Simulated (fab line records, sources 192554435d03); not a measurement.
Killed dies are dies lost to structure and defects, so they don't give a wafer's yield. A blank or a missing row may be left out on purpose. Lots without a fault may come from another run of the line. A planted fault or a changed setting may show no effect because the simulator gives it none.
Split-lot experiment | flow n5_finfet | 7 lots, 39 wafers read, on a route of 1938 steps

THE SPLIT
At N5_ZERO_LAYER_DEVELOP_10 (develop time 60 s), the setting develop_time_s was moved away from the recipe's 60 s on 12 of the 39 wafers read, by -37.5% to +18.3%. The other wafers ran this setting at the recipe's value.

FROM THE SPLIT TO THE READING: what the file shows between them, 1 step
- N5_ZERO_LAYER_HARDBAKE_23: time 120 s

THE READING
cd_nm, in nm, at N5_ZERO_LAYER_CD_MEAS_11 (target cd 2000 nm). Fault-free wafers of this fab line usually give 2000.1 nm, standard deviation 1.6 nm.

wafer  | tool, chamber at the split | develop_time_s as run, s | against the recipe | cd_nm, nm | against lot-mates on the recipe
L075.1 | litho_track-04, 0          | 37.52                    | -37.5%             | 1990.1    | -9.5
L075.2 | litho_track-04, 0          | 37.52                    | -37.5%             | 1991.1    | -8.5
L075.3 | litho_track-04, 0          | 60                       | recipe             | 2000.2    | -
L075.4 | litho_track-04, 0          | 60                       | recipe             | 1999.0    | -
L075.5 | litho_track-04, 0          | 37.52                    | -37.5%             | 1989.6    | -10.0
L075.6 | litho_track-04, 0          | 60                       | recipe             | 1999.7    | -
L078.1 | litho_track-04, 0          | 60                       | recipe             | 2000.2    | -
L078.4 | litho_track-04, 0          | 60                       | recipe             | 2002.6    | -
L078.5 | litho_track-04, 0          | 60                       | recipe             | 2000.6    | -
L082.1 | litho_track-05, 0          | 70.98                    | +18.3%             | 2001.0    | +1.6
L082.2 | litho_track-05, 0          | 60                       | recipe             | 1999.6    | -
L082.3 | litho_track-05, 0          | 70.98                    | +18.3%             | 2001.6    | +2.2
L082.4 | litho_track-05, 0          | 60                       | recipe             | 1998.4    | -
L082.5 | litho_track-05, 0          | 60                       | recipe             | 2000.2    | -
L082.6 | litho_track-05, 0          | 70.98                    | +18.3%             | 2003.6    | +4.2
L083.1 | litho_track-03, 0          | 39.57                    | -34.1%             | 1991.5    | -9.0
L083.2 | litho_track-03, 0          | 60                       | recipe             | 1999.9    | -
L083.3 | litho_track-03, 0          | 39.57                    | -34.1%             | 1992.2    | -8.3
L083.4 | litho_track-03, 0          | 60                       | recipe             | 2000.5    | -
L083.5 | litho_track-03, 0          | 39.57                    | -34.1%             | 1989.8    | -10.7
L083.6 | litho_track-03, 0          | 60                       | recipe             | 2001.2    | -
L084.1 | litho_track-05, 0          | 60                       | recipe             | 2000.4    | -
L084.2 | litho_track-05, 0          | 60                       | recipe             | 2001.4    | -
L084.3 | litho_track-05, 0          | 60                       | recipe             | 2001.5    | -
L084.4 | litho_track-05, 0          | 60                       | recipe             | 2001.0    | -
L084.5 | litho_track-05, 0          | 60                       | recipe             | 2000.3    | -
L084.6 | litho_track-05, 0          | 60                       | recipe             | 1999.1    | -
L086.1 | litho_track-03, 0          | 48.71                    | -18.8%             | 1994.2    | -5.5
L086.2 | litho_track-03, 0          | 48.71                    | -18.8%             | 1994.8    | -4.9
L086.3 | litho_track-03, 0          | 60                       | recipe             | 1999.8    | -
L086.4 | litho_track-03, 0          | 48.71                    | -18.8%             | 1994.7    | -5.0
L086.5 | litho_track-03, 0          | 60                       | recipe             | 1998.9    | -
L086.6 | litho_track-03, 0          | 60                       | recipe             | 2000.3    | -
L089.1 | litho_track-03, 0          | 60                       | recipe             | 2002.1    | -
L089.2 | litho_track-03, 0          | 60                       | recipe             | 2000.5    | -
L089.3 | litho_track-03, 0          | 60                       | recipe             | 2001.7    | -
L089.4 | litho_track-03, 0          | 60                       | recipe             | 2001.3    | -
L089.5 | litho_track-03, 0          | 60                       | recipe             | 2002.1    | -
L089.6 | litho_track-03, 0          | 60                       | recipe             | 2001.3    | -

THE FIT
A straight line over all 39 wafers: cd_nm changes by +0.249 nm for each +1% of develop_time_s; r = +0.94; the points scatter about the line by 1.3 nm.
The same after taking each lot's own level away (the mean of its wafers on the recipe; 39 wafers): +0.244 nm for each +1%; r = +0.97; scatter 0.94 nm.
On that fit, the largest move of develop_time_s shifts the reading by 9.2 nm.
The lots' own levels span 1999.40 to 2001.50 nm, that is 1.3 times the standard deviation above.
So the lot-to-lot level changes the slope little: the two slopes agree.
Check: with one of the wafers moved furthest among these (-37.5%) left out of the fit, the line predicts -9.41 nm for it against its lot-mates. It came out at -9.53 nm against them.

THE FILE'S OWN FIT
cd_nm changes by +0.25 nm for each +1% of develop_time_s, r = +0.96.
